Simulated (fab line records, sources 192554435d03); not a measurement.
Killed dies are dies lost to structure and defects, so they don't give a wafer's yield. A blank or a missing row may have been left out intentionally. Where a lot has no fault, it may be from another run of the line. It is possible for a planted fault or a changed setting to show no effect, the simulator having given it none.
What tool caused it? ; flow n5Finfet ; Sampling: 24 lots, 72 wafers, 5 of 1938 route steps

WHAT THE GAUGES SHOWED, per wafer
N5_BEOL_M11_CD_MEAS_35 targets a cd of 70 nm. Usual: cdNm at 69.6 nm, with a standard deviation of 0.87.
lot;measured;on;cdNm (nm);flag
L074;day 9 22:01;cdSem-03;69.1 70.8 69.9;
L075;day 10 09:54;cdSem-01;69.7 69.9 71.2;
L077;day 10 16:13;cdSem-03;71.5 69.4 70.0;
L078;day 10 19:19;cdSem-02;69.7 68.2 69.3;
L076;day 10 23:07;cdSem-01;70.1 70.9 70.6;
L080;day 11 07:10;cdSem-01;70.6 69.4 68.4;
L079;day 11 16:35;cdSem-01;69.4 69.8 68.1;
L082;day 12 08:32;cdSem-02;69.9 68.7 69.4;
L081;day 12 09:06;cdSem-02;69.9 70.1 70.0;
L083;day 12 11:58;cdSem-01;68.9 69.3 70.8;
L084;day 12 17:41;cdSem-02;70.7 69.6 70.3;
L085;day 13 00:16;cdSem-01;70.0 71.3 70.6;
L086;day 12 23:38;cdSem-03;69.9 68.9 69.0;
L087;day 13 14:33;cdSem-02;69.6 68.9 69.3;
L089;day 13 17:15;cdSem-03;69.4 69.1 69.5;
L088;day 14 02:14;cdSem-01;70.4 70.2 69.8;
L090;day 14 12:12;cdSem-03;69.1 69.0 70.7;
L091;day 14 12:02;cdSem-01;69.5 68.4 69.1;
L092;day 15 01:56;cdSem-03;68.3 70.3 68.3;
L093;day 15 04:08;cdSem-03;69.0 68.8 68.9;
L094;day 15 07:54;cdSem-03;70.3 71.1 69.5;
L095;day 15 22:45;cdSem-03;69.0 70.2 69.5;
L097;day 16 00:50;cdSem-02;68.5 69.2 68.6;
L096;day 16 06:01;cdSem-02;69.4 68.3 68.4;

WHICH TOOL RAN EACH LOT (tool, then ch and the chambers of the sampled wafers, then the start)
lot;N5_BEOL_M10_ANNEAL_51;N5_BEOL_M11_CURE_71;N5_BEOL_M11_PECVD_70;N5_BEOL_M11_STRIP_36
L074;rtpAnneal-02 ch 0, day 9 17:25;uvCure-03 ch 0, day 9 18:23;pecvd-04 ch 0,1, day 9 18:46;rieDiel-03 ch 2,3, day 9 21:38
L075;rtpAnneal-01 ch 0, day 10 02:02;uvCure-01 ch 0, day 10 03:37;pecvd-04 ch 0,1, day 10 04:05;rieDiel-02 ch 0,2,3, day 10 09:32
L077;rtpAnneal-01 ch 0, day 10 10:14;uvCure-01 ch 0, day 10 11:07;pecvd-04 ch 0,1,2, day 10 11:40;rieDiel-06 ch 0,1,2, day 10 15:48
L078;rtpAnneal-01 ch 0, day 10 14:17;uvCure-02 ch 2, day 10 15:26;pecvd-04 ch 0,1, day 10 15:59;rieDiel-03 ch 1,2,3, day 10 18:55
L076;rtpAnneal-01 ch 0, day 10 17:12;uvCure-01 ch 2, day 10 18:20;pecvd-02 ch 0,1, day 10 18:49;rieDiel-02 ch 0,3, day 10 22:38
L080;rtpAnneal-02 ch 0, day 10 23:23;uvCure-01 ch 1, day 11 00:17;pecvd-03 ch 0, day 11 00:50;rieDiel-06 ch 0,3, day 11 06:48
L079;rtpAnneal-01 ch 0, day 11 08:57;uvCure-02 ch 1, day 11 09:49;pecvd-03 ch 0,1, day 11 10:51;rieDiel-03 ch 0,1, day 11 16:04
L082;rtpAnneal-01 ch 0, day 12 02:19;uvCure-01 ch 1, day 12 03:11;pecvd-02 ch 1,2, day 12 03:44;rieDiel-03 ch 0,2, day 12 08:10
L081;rtpAnneal-02 ch 0, day 12 03:12;uvCure-02 ch 1, day 12 04:06;pecvd-02 ch 0,1,2, day 12 04:34;rieDiel-06 ch 1,2, day 12 08:43
L083;rtpAnneal-01 ch 0, day 12 06:44;uvCure-02 ch 0, day 12 07:41;pecvd-02 ch 0,1, day 12 08:04;rieDiel-02 ch 0,1, day 12 11:35
L084;rtpAnneal-01 ch 0, day 12 13:23;uvCure-02 ch 2, day 12 14:22;pecvd-02 ch 0,1, day 12 15:14;rieDiel-02 ch 2,3, day 12 17:19
L085;rtpAnneal-02 ch 0, day 12 18:49;uvCure-03 ch 1, day 12 19:42;pecvd-03 ch 0,1,2, day 12 20:15;rieDiel-06 ch 1,2,3, day 12 23:51
L086;rtpAnneal-02 ch 0, day 12 19:08;uvCure-01 ch 0, day 12 20:00;pecvd-03 ch 0,1,2, day 12 20:33;rieDiel-03 ch 1,2,3, day 12 23:15
L087;rtpAnneal-02 ch 0, day 13 08:35;uvCure-03 ch 2, day 13 09:27;pecvd-02 ch 0,1, day 13 10:00;rieDiel-02 ch 2,3, day 13 14:11
L089;rtpAnneal-01 ch 0, day 13 11:05;uvCure-01 ch 0, day 13 11:59;pecvd-02 ch 0,2, day 13 12:27;rieDiel-06 ch 0,1,2, day 13 16:53
L088;rtpAnneal-01 ch 0, day 13 18:13;uvCure-03 ch 0, day 13 19:05;pecvd-04 ch 1,2, day 13 19:38;rieDiel-06 ch 0,1, day 14 01:50
L090;rtpAnneal-02 ch 0, day 14 03:37;uvCure-01 ch 1, day 14 04:43;pecvd-02 ch 0,2, day 14 05:12;rieDiel-02 ch 0,1, day 14 11:49
L091;rtpAnneal-01 ch 0, day 14 05:20;uvCure-01 ch 0, day 14 06:19;pecvd-04 ch 0,1,2, day 14 06:39;rieDiel-03 ch 0,1, day 14 11:39
L092;rtpAnneal-01 ch 0, day 14 21:46;uvCure-03 ch 1, day 14 22:40;pecvd-04 ch 0,1,2, day 14 23:08;rieDiel-03 ch 0,3, day 15 01:33
L093;rtpAnneal-01 ch 0, day 14 23:49;uvCure-02 ch 0, day 15 00:46;pecvd-02 ch 0,1,2, day 15 01:09;rieDiel-06 ch 0,1, day 15 03:45
L094;rtpAnneal-01 ch 0, day 15 02:13;uvCure-02 ch 2, day 15 03:05;pecvd-03 ch 1,2, day 15 03:38;rieDiel-06 ch 1,2, day 15 07:31
L095;rtpAnneal-02 ch 0, day 15 17:38;uvCure-02 ch 0, day 15 18:35;pecvd-04 ch 0,1,2, day 15 19:00;rieDiel-03 ch 0,1, day 15 22:16
L097;rtpAnneal-02 ch 0, day 15 20:34;uvCure-01 ch 2, day 15 21:33;pecvd-02 ch 1,2, day 15 22:06;rieDiel-02 ch 1,3, day 16 00:22
L096;rtpAnneal-02 ch 0, day 15 22:19;uvCure-03 ch 0, day 15 23:26;pecvd-04 ch 0,1,2, day 15 23:49;rieDiel-03 ch 1,2,3, day 16 05:33
- N5_BEOL_M10_ANNEAL_51: time 90 s.
- N5_BEOL_M11_CURE_71: cures SiCOH lowk, time 240 s.
- N5_BEOL_M11_PECVD_70: deposits SiO2 from TEOS/O2, target thk 20 nm, time 22.7 s.
- N5_BEOL_M11_STRIP_36: strips in N2/H2.

WHAT THE TOOLS THEMSELVES READ (means of the sampled wafers that have a number; where no wafer has one, the mark that the record gives instead)
N5_BEOL_M10_ANNEAL_51. Usual: wafer_temp_C_max at 225.88, with a standard deviation of 0.29.
lot;tool;wafer_temp_C_max;flag
L074;rtpAnneal-02;226.07;
L075;rtpAnneal-01;225.80;
L077;rtpAnneal-01;225.38;
L078;rtpAnneal-01;225.65;
L076;rtpAnneal-01;225.55;
L080;rtpAnneal-02;226.22;
L079;rtpAnneal-01;225.71;
L082;rtpAnneal-01;225.84;
L081;rtpAnneal-02;225.99;
L083;rtpAnneal-01;226.06;
L084;rtpAnneal-01;225.64;
L085;rtpAnneal-02;225.90;
L086;rtpAnneal-02;226.12;
L087;rtpAnneal-02;226.19;
L089;rtpAnneal-01;225.98;
L088;rtpAnneal-01;225.87;
L090;rtpAnneal-02;226.17;
L091;rtpAnneal-01;225.81;
L092;rtpAnneal-01;225.48;
L093;rtpAnneal-01;225.77;
L094;rtpAnneal-01;225.54;
L095;rtpAnneal-02;226.13;
L097;rtpAnneal-02;225.84;
L096;rtpAnneal-02;226.25;

N5_BEOL_M11_CURE_71. Usual: lampPowerPct 52.31 %, standard deviation 0.05; wafer_temp_C_max 386.7, standard deviation 0.65.
lot;tool;lampPowerPct (%);wafer_temp_C_max;flag
L074;uvCure-03;52.27;386.1;
L075;uvCure-01;52.26;386.8;
L077;uvCure-01;52.27;386.8;
L078;uvCure-02;52.27;386.6;
L076;uvCure-01;52.25;387.7;
L080;uvCure-01;52.29;388.1;
L079;uvCure-02;52.31;386.7;
L082;uvCure-01;52.41;387.9;
L081;uvCure-02;52.28;386.8;
L083;uvCure-02;52.34;386.6;
L084;uvCure-02;52.37;387.0;
L085;uvCure-03;52.29;386.2;
L086;uvCure-01;52.30;386.2;
L087;uvCure-03;52.29;386.5;
L089;uvCure-01;52.31;386.5;
L088;uvCure-03;52.27;385.9;
L090;uvCure-01;52.30;387.9;
L091;uvCure-01;52.34;386.6;
L092;uvCure-03;52.33;386.1;
L093;uvCure-02;52.31;386.3;
L094;uvCure-02;52.30;386.3;
L095;uvCure-02;52.29;386.5;
L097;uvCure-01;52.30;387.4;
L096;uvCure-03;52.27;386.8;

N5_BEOL_M11_PECVD_70. Usual: heaterPowerW 706 W, standard deviation 110; showerheadPlenumPTorr 8.77 Torr, standard deviation 0.043; throttleValvePct 22.8 %, standard deviation 1.6.
lot;tool;heaterPowerW (W);showerheadPlenumPTorr (Torr);throttleValvePct (%);flag
L074;pecvd-04;729;8.74;21.4;
L075;pecvd-04;727;8.74;21.6;
L077;pecvd-04;714;8.77;21.6;
L078;pecvd-04;741;8.74;21.4;
L076;pecvd-02;680;8.78;24.7;
L080;pecvd-03;686;8.77;22.4;
L079;pecvd-03;634;8.73;24.2;
L082;pecvd-02;818;8.76;22.8;
L081;pecvd-02;783;8.77;24.0;
L083;pecvd-02;713;8.78;23.7;
L084;pecvd-02;762;8.79;23.7;
L085;pecvd-03;610;8.77;23.0;
L086;pecvd-03;593;8.77;23.0;
L087;pecvd-02;718;8.78;24.9;
L089;pecvd-02;662;8.80;24.9;
L088;pecvd-04;594;8.79;21.8;
L090;pecvd-02;763;8.79;24.2;
L091;pecvd-04;734;8.77;21.7;
L092;pecvd-04;734;8.75;21.7;
L093;pecvd-02;750;8.77;23.9;
L094;pecvd-03;578;8.80;22.7;
L095;pecvd-04;711;8.77;21.6;
L097;pecvd-02;756;8.79;23.3;
L096;pecvd-04;686;8.77;21.7;

N5_BEOL_M11_STRIP_36. Usual: biasPowerW 7.000 W, standard deviation 0.021; drypumpMotorCurrentA 5.91 A, standard deviation 0.28; oesProductAu 0.77 a.u., standard deviation 0.086; rfVppV 58.9 V, standard deviation 2; showerheadPlenumPTorr 2.53 Torr, standard deviation 0.074; throttleValvePct 23.53 %, standard deviation 0.28.
lot;tool;biasPowerW (W);drypumpMotorCurrentA (A);oesProductAu (a.u.);rfVppV (V);showerheadPlenumPTorr (Torr);throttleValvePct (%);flag
L074;rieDiel-03;6.995;5.99;0.76;58.0;2.59;23.68;
L075;rieDiel-02;6.996;5.87;0.83;61.4;2.50;23.58;
L077;rieDiel-06;7.010;6.11;0.75;59.0;2.57;23.42;
L078;rieDiel-03;7.000;5.77;0.73;60.4;2.56;23.72;
L076;rieDiel-02;6.999;5.94;0.90;56.2;2.49;23.69;
L080;rieDiel-06;7.016;5.78;0.70;58.4;2.55;23.82;
L079;rieDiel-03;7.005;5.55;0.70;58.3;2.47;23.77;
L082;rieDiel-03;7.006;5.93;0.76;57.9;2.52;23.71;
L081;rieDiel-06;7.007;6.36;0.78;58.8;2.52;23.21;
L083;rieDiel-02;7.012;5.66;0.85;59.1;2.53;23.40;
L084;rieDiel-02;7.013;6.09;0.81;59.1;2.51;23.70;
L085;rieDiel-06;7.007;6.10;0.72;57.0;2.50;23.42;
L086;rieDiel-03;7.006;5.80;0.80;60.7;2.56;23.58;
L087;rieDiel-02;7.011;6.10;0.81;58.2;2.51;23.72;
L089;rieDiel-06;6.999;6.09;0.72;58.6;2.55;23.48;
L088;rieDiel-06;6.985;6.25;0.77;58.4;2.58;23.52;
L090;rieDiel-02;6.992;5.62;0.82;58.5;2.53;23.42;
L091;rieDiel-03;7.021;5.66;0.71;58.3;2.43;23.68;
L092;rieDiel-03;7.002;5.80;0.84;59.7;2.53;23.22;
L093;rieDiel-06;6.993;6.02;0.72;58.5;2.61;23.75;
L094;rieDiel-06;6.971;6.19;0.71;58.7;2.48;23.19;
L095;rieDiel-03;6.987;5.64;0.79;60.1;2.43;23.55;
L097;rieDiel-02;7.013;6.09;0.81;58.7;2.54;23.62;
L096;rieDiel-03;6.984;5.78;0.86;59.1;2.55;23.45;

THE ANSWER, worked out from the rows above alone
Rule: lot off if the mean of its wafers having a number is beyond 3 standard deviations from the usual mean. Also off: a lot with no number at a reading for which 4 or more lots have one. Any other lot the step has rows for is counted as sound. After the gauges, taken in route order, come the tools' own readings; for these a lot's mean is taken, as printed above. At the first step where some lot is off, the reading lying furthest off is the one used; lots without a number count as furthest.
Across all readings shown, no lot is off: no conclusion can be drawn from this.

WHAT WAS PUT IN BY THE SIMULATOR
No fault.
